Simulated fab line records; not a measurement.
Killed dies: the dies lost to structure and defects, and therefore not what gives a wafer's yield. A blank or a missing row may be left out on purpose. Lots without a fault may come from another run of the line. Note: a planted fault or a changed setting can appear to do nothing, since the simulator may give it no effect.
Split-lot study + flow n5-finfet + route with 1938 steps; 7 lots, 21 wafers read

## THE SPLIT
At N5_BEOL_M5_COAT_74 (time 60 s, resist thk 5 nm), the setting spin-rpm was moved away from the recipe's 1500 rpm on 7 of the 21 wafers read, by -6.1% to +10.1%. All remaining wafers had this setting at the recipe value.

## FROM THE SPLIT TO THE READING: what the file shows between them, 4 steps
- N5_BEOL_M5_EXPOSE_25: exposes mask V4, defocus 10 nm (also split here: dose-mj)
- N5_BEOL_M5_PEB_26: peb time 60 s
- N5_BEOL_M5_DEVELOP_27: develop time 30 s
- N5_BEOL_M5_DESCUM_33: chemistry O2, time 7 s

## THE READING
etch.depth-nm (the simulator's own value, which no gauge read), in nm, at N5_BEOL_M5_ETCH_75 (etches underlayer in N2/H2, target depth 6.5 nm, time 5.2 s). There is no usual value for it anywhere in the file. Here, 14 wafers ran the recipe; their average is 5.003 nm with a standard deviation of 0.0096 nm.

| wafer  | tool, chamber at the split | spin-rpm as run, rpm | against the recipe | etch.depth-nm, nm | against lot-mates on the recipe |
|--------|----------------------------|----------------------|--------------------|-------------------|---------------------------------|
| L079.4 | litho-track-03, 0          | 1500                 | recipe             | 5.015             | -                               |
| L079.5 | litho-track-03, 0          | 1500                 | recipe             | 5.008             | -                               |
| L079.6 | litho-track-03, 0          | 1651                 | +10.1%             | 4.782             | -0.229                          |
| L078.1 | litho-track-04, 0          | 1500                 | recipe             | 5.008             | -                               |
| L078.2 | litho-track-04, 0          | 1500                 | recipe             | 4.993             | -                               |
| L078.6 | litho-track-04, 0          | 1500                 | recipe             | 4.999             | -                               |
| L082.2 | litho-track-05, 0          | 1500                 | recipe             | 4.996             | -                               |
| L082.4 | litho-track-05, 0          | 1500                 | recipe             | 5.021             | -                               |
| L082.6 | litho-track-05, 0          | 1500                 | recipe             | 4.998             | -                               |
| L088.2 | litho-track-03, 0          | 1500                 | recipe             | 5.005             | -                               |
| L088.5 | litho-track-03, 0          | 1408                 | -6.1%              | 5.159             | +0.154                          |
| L088.6 | litho-track-03, 0          | 1408                 | -6.1%              | 5.159             | +0.154                          |
| L090.2 | litho-track-03, 0          | 1565                 | +4.3%              | 4.905             | -0.086                          |
| L090.3 | litho-track-03, 0          | 1565                 | +4.3%              | 4.89              | -0.101                          |
| L090.6 | litho-track-03, 0          | 1500                 | recipe             | 4.991             | -                               |
| L092.1 | litho-track-04, 0          | 1500                 | recipe             | 5.006             | -                               |
| L092.5 | litho-track-04, 0          | 1500                 | recipe             | 5.008             | -                               |
| L092.6 | litho-track-04, 0          | 1500                 | recipe             | 5.011             | -                               |
| L094.3 | litho-track-04, 0          | 1647                 | +9.8%              | 4.772             | -0.213                          |
| L094.5 | litho-track-04, 0          | 1500                 | recipe             | 4.985             | -                               |
| L094.6 | litho-track-04, 0          | 1647                 | +9.8%              | 4.767             | -0.218                          |

THE FIT
A straight line over all 21 wafers: etch.depth-nm changes by -0.0238 nm for each +1% of spin-rpm; r = -1.00; the points scatter about the line by 0.01 nm.
The same after taking each lot's own level away (the mean of its wafers on the recipe; 21 wafers): -0.0229 nm for each +1%; r = -1.00; scatter 0.0076 nm.
According to that fit, moving spin-rpm by its largest amount changes the reading by 0.23 nm.
From 4.9850 to 5.0115 nm: that is the span of the lots' own levels, equal to 2.8 times the standard deviation above.
Hence the lot-to-lot level has little effect on the slope; both slopes agree.
Check: for one of the wafers moved furthest among these (+10.1%), held out of the fit, the line's prediction against its lot-mates is -0.227 nm. Against them it came out at -0.229 nm.

## OTHER SPLITS APPLIED TO THESE WAFERS
These wafers also went through other splits before the reading. Each is held against what the fit with the lots' levels taken away leaves over:
| other split on the same wafers | wafers away from the commonest value | r with etch.depth-nm (lot level and that fit taken away) |
|--------------------------------|--------------------------------------|----------------------------------------------------------|
| N5_BEOL_M3_ETCH_64 bias-w      | 11                                   | +0.03                                                    |
| N5_BEOL_M5_EXPOSE_08 dose-mj   | 7                                    | -0.22                                                    |
| N5_BEOL_M5_EXPOSE_25 dose-mj   | 10                                   | +0.19                                                    |

## THE FILE'S OWN FIT
etch.depth-nm changes by -0.0227 nm for each +1% of spin-rpm, r = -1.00.
